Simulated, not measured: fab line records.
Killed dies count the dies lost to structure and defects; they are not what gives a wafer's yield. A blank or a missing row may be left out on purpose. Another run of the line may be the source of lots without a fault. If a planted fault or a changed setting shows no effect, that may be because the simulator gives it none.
Which tool was responsible? ; flow nand_harc ; 72 wafers from 24 lots sampled at 5 of the route's 1302 steps

== WHAT EACH GAUGE READ, for each wafer ==
NHARC_P_M0_INSPECT_11. Usual: raw_defect_count at 5.0, with a standard deviation of 2.9.
lot;measured;on;raw_defect_count;flag
L074;day 6 07:04;defect_inspect-01;16 7 10;
L075;day 6 07:30;defect_inspect-01;3 2 1;
L076;day 6 20:20;defect_inspect-01;5 4 5;
L077;day 7 11:16;defect_inspect-01;2 5 5;
L078;day 7 18:01;defect_inspect-01;6 4 5;
L079;day 8 00:50;defect_inspect-02;5 4 2;
L080;day 8 17:40;defect_inspect-01;4 3 1;
L081;day 9 10:04;defect_inspect-01;1 4 3;
L082;day 9 14:09;defect_inspect-01;5 4 3;
L083;day 9 23:28;defect_inspect-02;4 8 9;
L084;day 10 17:34;defect_inspect-01;3 2 4;
L085;day 10 19:41;defect_inspect-02;3 4 4;
L087;day 11 07:07;defect_inspect-01;9 10 7;
L086;day 11 07:36;defect_inspect-01;4 3 2;
L089;day 11 23:47;defect_inspect-01;7 1 7;
L088;day 12 00:46;defect_inspect-01;2 4 3;
L090;day 12 21:47;defect_inspect-01;5 7 7;
L091;day 12 23:08;defect_inspect-01;8 4 4;
L092;day 13 15:34;defect_inspect-02;5 8 15;
L093;day 13 20:14;defect_inspect-01;5 4 3;
L094;day 14 08:25;defect_inspect-01;6 2 6;
L095;day 15 01:07;defect_inspect-01;4 5 2;
L096;day 15 11:35;defect_inspect-02;5 5 7;
L097;day 15 11:55;defect_inspect-01;9 5 5;

NHARC_P_M0_THK_MEAS_24: measures by xrf. Usual: thk_nm at 117.3 nm, with a standard deviation of 1.7.
lot;measured;on;thk_nm (nm);flag
L074;day 6 09:26;film_metro-01;119.0 117.4 119.1;
L075;day 6 09:53;film_metro-01;117.9 117.2 120.3;
L076;day 6 22:42;film_metro-02;116.4 119.8 116.9;
L077;day 7 13:42;film_metro-01;117.0 116.8 117.4;
L078;day 7 20:23;film_metro-01;117.2 118.9 118.7;
L079;day 8 03:19;film_metro-01;116.9 115.8 114.0;
L080;day 8 20:03;film_metro-02;117.9 116.8 118.5;
L081;day 9 12:26;film_metro-02;119.5 117.9 116.5;
L082;day 9 16:32;film_metro-02;118.8 117.8 115.0;
L083;day 10 02:08;film_metro-02;117.6 117.4 113.6;
L084;day 10 19:58;film_metro-02;117.1 117.0 116.1;
L085;day 10 22:04;film_metro-02;120.8 115.5 120.2;
L087;day 11 09:29;film_metro-02;119.9 117.8 119.3;
L086;day 11 10:01;film_metro-02;116.2 116.6 117.5;
L089;day 12 02:22;film_metro-02;116.2 115.9 116.3;
L088;day 12 03:09;film_metro-02;114.2 115.8 116.6;
L090;day 13 00:13;film_metro-01;117.5 116.7 116.4;
L091;day 13 01:37;film_metro-02;117.4 116.6 118.7;
L092;day 13 18:02;film_metro-01;116.8 117.3 117.5;
L093;day 13 22:39;film_metro-01;115.8 116.0 115.9;
L094;day 14 10:59;film_metro-01;118.0 116.6 116.3;
L095;day 15 03:51;film_metro-01;115.1 116.2 118.8;
L096;day 15 14:35;film_metro-02;115.6 117.6 116.3;
L097;day 15 14:17;film_metro-01;115.9 116.9 117.1;

== TOOL THAT RAN EACH LOT (tool first, then ch and the chambers of the sampled wafers, then the start) ==
lot;NHARC_P_M0_DESCUM_14;NHARC_P_M0_ETCH_34;NHARC_P_M0_ETCH_15
L074;rie_diel-07 ch 1,2, day 6 07:08;rie_diel-07 ch 0,2, day 6 07:13;rie_diel-07 ch 0,1, day 6 09:26 or earlier
L075;rie_diel-07 ch 0,2,3, day 6 07:35;rie_diel-07 ch 0,1,2, day 6 07:39;rie_diel-07 ch 0,1, day 6 09:53 or earlier
L076;rie_diel-04 ch 0,1,3, day 6 20:25;rie_diel-04 ch 1,2,3, day 6 20:29;rie_diel-04 ch 0,1,2, day 6 22:42 or earlier
L077;rie_diel-02 ch 0,1,2, day 7 11:21;rie_diel-02 ch 0,3, day 7 11:25;rie_diel-02 ch 0,1, day 7 13:42 or earlier
L078;rie_diel-07 ch 0,2, day 7 18:05;rie_diel-07 ch 2,3, day 7 18:09;rie_diel-07 ch 1,2, day 7 20:23 or earlier
L079;rie_diel-07 ch 0,1,3, day 8 00:54;rie_diel-07 ch 2,3, day 8 00:59;rie_diel-07 ch 0,1,3, day 8 03:19 or earlier
L080;rie_diel-07 ch 0,1,2, day 8 17:45;rie_diel-07 ch 0,3, day 8 17:49;rie_diel-07 ch 0,3, day 8 20:03 or earlier
L081;rie_diel-04 ch 0,2, day 9 10:08;rie_diel-04 ch 1,2,3, day 9 10:13;rie_diel-04 ch 0,1,3, day 9 12:26 or earlier
L082;rie_diel-02 ch 0,2, day 9 14:13;rie_diel-02 ch 1,2,3, day 9 14:18;rie_diel-02 ch 0,3, day 9 16:32 or earlier
L083;rie_diel-04 ch 1,2, day 9 23:32;rie_diel-04 ch 0,1, day 9 23:37;rie_diel-04 ch 0,2,3, day 10 02:08 or earlier
L084;rie_diel-02 ch 2,3, day 10 17:38;rie_diel-02 ch 1,2,3, day 10 17:43;rie_diel-02 ch 0,1,3, day 10 19:58 or earlier
L085;rie_diel-07 ch 0,2, day 10 19:46;rie_diel-07 ch 0,3, day 10 19:50;rie_diel-07 ch 0,1,2, day 10 22:04 or earlier
L087;rie_diel-02 ch 0,1,3, day 11 07:11;rie_diel-02 ch 0,1,2, day 11 07:16;rie_diel-02 ch 0,3, day 11 09:29 or earlier
L086;rie_diel-02 ch 0,1,2, day 11 07:40;rie_diel-02 ch 0,2, day 11 07:45;rie_diel-02 ch 0,2, day 11 10:01 or earlier
L089;rie_diel-07 ch 1,2,3, day 11 23:51;rie_diel-07 ch 1,3, day 11 23:58;rie_diel-07 ch 1,2,3, day 12 02:22 or earlier
L088;rie_diel-04 ch 0,1,3, day 12 00:50;rie_diel-04 ch 1,2,3, day 12 00:56;rie_diel-04 ch 0,2,3, day 12 03:09 or earlier
L090;rie_diel-07 ch 0,2, day 12 21:50;rie_diel-07 ch 0,3, day 12 21:56;rie_diel-07 ch 0,2, day 13 00:13 or earlier
L091;rie_diel-07 ch 0,2, day 12 23:13;rie_diel-07 ch 0,2,3, day 12 23:19;rie_diel-07 ch 2,3, day 13 01:37 or earlier
L092;rie_diel-07 ch 2,3, day 13 15:38;rie_diel-07 ch 0,2, day 13 15:44;rie_diel-07 ch 0,2,3, day 13 18:02 or earlier
L093;rie_diel-04 ch 0,2, day 13 20:18;rie_diel-04 ch 1,2,3, day 13 20:24;rie_diel-04 ch 2,3, day 13 22:39 or earlier
L094;rie_diel-04 ch 0,1, day 14 08:29;rie_diel-04 ch 0,2,3, day 14 08:43;rie_diel-04 ch 1,2,3, day 14 10:59 or earlier
L095;rie_diel-07 ch 2,3, day 15 01:11;rie_diel-07 ch 1,2, day 15 01:17;rie_diel-07 ch 1,2,3, day 15 03:51 or earlier
L096;rie_diel-07 ch 0,1,2, day 15 11:39;rie_diel-07 ch 2,3, day 15 11:44;rie_diel-07 ch 2,3, day 15 14:35 or earlier
L097;rie_diel-04 ch 0,2,3, day 15 11:59;rie_diel-04 ch 1,2,3, day 15 12:04;rie_diel-04 ch 0,1,3, day 15 14:17 or earlier
- NHARC_P_M0_DESCUM_14: chemistry O2, time 3 s.
- NHARC_P_M0_ETCH_34: etches the open film in N2/H2, target depth 40 nm, overetch 12 nm, time 43.94 s.
- NHARC_P_M0_ETCH_15: etches the open film in C4F8/Ar, target depth 150 nm, overetch 15 nm, time 82.5 s.

== AS READ BY THE TOOLS THEMSELVES (means over the sampled wafers that have a number; for cases with no such wafer, the mark the record gives instead) ==
NHARC_P_M0_DESCUM_14. Usual: drypump_motor_current_A 5.8 A, standard deviation 0.61; oes_product_au 1.001 a.u., standard deviation 0.013; rf_vpp_V 57.8 V, standard deviation 0.78; showerhead_plenum_p_Torr 1.94 Torr, standard deviation 0.071; throttle_valve_pct 11.311 %, standard deviation 0.0094.
lot;tool;drypump_motor_current_A (A);oes_product_au (a.u.);rf_vpp_V (V);showerhead_plenum_p_Torr (Torr);throttle_valve_pct (%);flag
L074;rie_diel-07;5.5;0.993;57.3;1.92;11.318;
L075;rie_diel-07;5.9;1.010;58.6;1.94;11.309;
L076;rie_diel-04;5.8;1.003;58.6;2.01;11.306;
L077;rie_diel-02;6.4;1.011;57.6;1.88;11.316;
L078;rie_diel-07;6.3;1.005;57.8;1.96;11.313;
L079;rie_diel-07;5.4;0.997;57.8;1.89;11.314;
L080;rie_diel-07;5.7;1.004;57.6;1.92;11.321;
L081;rie_diel-04;5.3;0.993;57.7;1.96;11.310;
L082;rie_diel-02;6.5;1.000;57.4;1.86;11.316;
L083;rie_diel-04;5.6;0.993;57.8;1.98;11.316;
L084;rie_diel-02;6.5;1.013;57.4;1.96;11.307;
L085;rie_diel-07;6.3;1.006;58.2;1.96;11.312;
L087;rie_diel-02;6.7;1.003;57.3;1.94;11.305;
L086;rie_diel-02;6.4;0.999;58.2;1.98;11.313;
L089;rie_diel-07;5.7;1.000;58.0;1.93;11.319;
L088;rie_diel-04;5.8;1.000;58.1;1.99;11.312;
L090;rie_diel-07;6.4;1.007;57.1;1.95;11.301;
L091;rie_diel-07;6.3;1.010;57.9;1.95;11.313;
L092;rie_diel-07;6.2;1.006;57.8;1.97;11.307;
L093;rie_diel-04;5.6;1.001;57.6;1.96;11.312;
L094;rie_diel-04;5.9;1.004;58.2;1.98;11.301;
L095;rie_diel-07;5.8;1.004;57.7;1.95;11.307;
L096;rie_diel-07;5.7;0.990;58.3;1.91;11.319;
L097;rie_diel-04;5.5;1.014;58.0;1.97;11.305;

NHARC_P_M0_ETCH_34. Usual: drypump_motor_current_A 5.8 A, standard deviation 0.59; oes_product_au 1.001 a.u., standard deviation 0.012; rf_vpp_V 431.2 V, standard deviation 2.2; showerhead_plenum_p_Torr 2.07 Torr, standard deviation 0.075; throttle_valve_pct 14.171 %, standard deviation 0.0087.
lot;tool;drypump_motor_current_A (A);oes_product_au (a.u.);rf_vpp_V (V);showerhead_plenum_p_Torr (Torr);throttle_valve_pct (%);flag
L074;rie_diel-07;6.3;1.004;431.7;2.10;14.163;
L075;rie_diel-07;5.7;0.996;430.9;2.05;14.172;
L076;rie_diel-04;5.5;0.999;432.4;2.13;14.164;
L077;rie_diel-02;6.6;1.014;427.2;1.94;14.178;
L078;rie_diel-07;5.8;1.001;431.9;2.08;14.176;
L079;rie_diel-07;5.8;0.998;432.1;2.08;14.167;
L080;rie_diel-07;5.6;1.002;430.0;2.01;14.168;
L081;rie_diel-04;5.5;0.998;432.6;2.12;14.176;
L082;rie_diel-02;6.4;1.003;431.2;2.06;14.173;
L083;rie_diel-04;5.9;1.010;432.8;2.13;14.184;
L084;rie_diel-02;6.4;1.010;431.4;2.06;14.163;
L085;rie_diel-07;5.6;1.008;428.8;2.01;14.165;
L087;rie_diel-02;6.4;0.992;432.3;2.11;14.169;
L086;rie_diel-02;6.2;1.006;434.3;2.19;14.166;
L089;rie_diel-07;5.2;0.995;429.7;2.03;14.172;
L088;rie_diel-04;5.5;0.998;432.3;2.11;14.178;
L090;rie_diel-07;5.6;0.995;429.2;2.01;14.170;
L091;rie_diel-07;5.9;1.008;431.0;2.06;14.168;
L092;rie_diel-07;6.3;1.005;431.7;2.09;14.165;
L093;rie_diel-04;5.5;1.004;432.0;2.10;14.173;
L094;rie_diel-04;5.5;1.004;431.3;2.10;14.179;
L095;rie_diel-07;5.5;0.983;430.4;2.04;14.172;
L096;rie_diel-07;6.2;1.002;432.0;2.11;14.162;
L097;rie_diel-04;5.5;1.002;432.4;2.10;14.163;

NHARC_P_M0_ETCH_15. Usual: oes_product_au 0.958 a.u., standard deviation 0.021; rf_vpp_V 441.5 V, standard deviation 2.3.
lot;tool;oes_product_au (a.u.);rf_vpp_V (V);flag
L074;rie_diel-07;0.953;439.2;
L075;rie_diel-07;0.969;439.2;
L076;rie_diel-04;0.922;442.7;
L077;rie_diel-02;0.934;437.5;
L078;rie_diel-07;0.953;440.7;
L079;rie_diel-07;0.943;439.9;
L080;rie_diel-07;0.977;441.7;
L081;rie_diel-04;0.974;442.8;
L082;rie_diel-02;0.940;437.0;
L083;rie_diel-04;0.968;443.0;
L084;rie_diel-02;0.975;442.0;
L085;rie_diel-07;0.968;440.7;
L087;rie_diel-02;0.986;443.9;
L086;rie_diel-02;0.976;444.4;
L089;rie_diel-07;0.960;441.6;
L088;rie_diel-04;0.960;443.2;
L090;rie_diel-07;0.967;442.6;
L091;rie_diel-07;0.970;442.8;
L092;rie_diel-07;0.965;440.3;
L093;rie_diel-04;0.942;441.8;
L094;rie_diel-04;0.927;441.7;
L095;rie_diel-07;0.942;441.3;
L096;rie_diel-07;0.958;442.0;
L097;rie_diel-04;0.986;443.0;

== THE ANSWER, worked out from the rows above alone ==
Rule: a lot is off if the mean of its wafers that have a number lies more than 3 standard deviations from the usual mean. Also off: a lot with no number at a reading for which 4 or more lots have one. All remaining lots with rows at the step are treated as sound. First the gauges in route order, then the tools' own readings, where a lot's mean is used as printed above. The first step at which some lot is off is used, and at that step the reading that is off furthest; a lot without a number counts as furthest.
Nothing can be told from this: no lot is off at any reading shown.

== WHAT THE SIMULATOR HAD INSERTED ==
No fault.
